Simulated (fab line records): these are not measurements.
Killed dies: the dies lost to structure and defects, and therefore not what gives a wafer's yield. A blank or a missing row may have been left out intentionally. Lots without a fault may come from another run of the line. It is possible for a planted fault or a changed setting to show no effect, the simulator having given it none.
Matching of chambers | flow nand harc | NHARC_P_ZERO_WELL_ETCH_65 on rie diel-10: 3 sister chambers
The step etches the open film in N2/H2, target depth 80 nm, overetch 24 nm, time 87.88 s. 14 wafers are shown with their chamber, then 6 later ones without.

## WAFERS WITH THEIR CHAMBER
wafer  | chamber | drypump motor current A (A) | rf vpp V (V) | h2 flow sccm (sccm)
L988.1 | 0       | 5.4                         | 427.5        | 150.0
L988.4 | 1       | 5.3                         | 433.2        | 149.5
L988.5 | 2       | 5.6                         | 434.4        | 150.1
L989.2 | 0       | 5.4                         | 430.4        | 150.3
L989.3 | 2       | 5.6                         | 434.2        | 150.6
L989.5 | 2       | 5.6                         | 434.6        | 150.8
L995.1 | 2       | 5.6                         | 434.3        | 150.3
L995.4 | 2       | 5.6                         | 434.2        | 150.4
L995.6 | 1       | 5.3                         | 430.5        | 150.6
L996.1 | 1       | 5.3                         | 430.5        | 150.0
L996.3 | 2       | 5.6                         | 436.5        | 150.2
L996.6 | 1       | 5.3                         | 431.7        | 149.9
L998.3 | 0       | 5.4                         | 428.0        | 149.4
L998.5 | 1       | 5.2                         | 430.9        | 150.7

SIGNATURES (means of the wafers above)
reading                 | chamber 0 | chamber 1 | chamber 2 | scatter within a chamber
drypump motor current A | 5.400     | 5.280     | 5.600     | 0.027
rf vpp V                | 428.633   | 431.360   | 434.700   | 1.13
h2 flow sccm            | 149.900   | 150.140   | 150.400   | 0.401
Rule: for a wafer and a chamber, the distance is found by dividing, reading by reading, the gap between the wafer's reading and the chamber's mean by the reading's scatter, squaring, summing and taking the root. The wafer belongs to the nearest chamber; if the next one is less than 2 further off, it can't be placed. How the scatter is found: for the shown wafers, subtract from each reading the mean of its chamber, square and add these, divide the total by (wafers less chambers), then take the root.

## WAFERS MISSING THEIR CHAMBER
wafer  | drypump motor current A (A) | rf vpp V (V) | h2 flow sccm (sccm)
L998.6 | 5.4                         | 426.4        | 150.2
L101.4 | 5.3                         | 433.0        | 150.2
L101.5 | 5.6                         | 435.1        | 150.4
L110.2 | 5.2                         | 432.1        | 149.9
L110.3 | 5.4                         | 428.3        | 149.6
L110.4 | 5.6                         | 434.0        | 149.9

## EACH ONE'S CHAMBER
wafer  | from the rows above | in truth
L998.6 | 0                   | 0
L101.4 | 1                   | 1
L101.5 | 2                   | 2
L110.2 | 1                   | 1
L110.3 | 0                   | 0
L110.4 | 2                   | 2
6 of 6 placed correctly. From these rows, 0 cannot be placed. 0 placed wrongly.
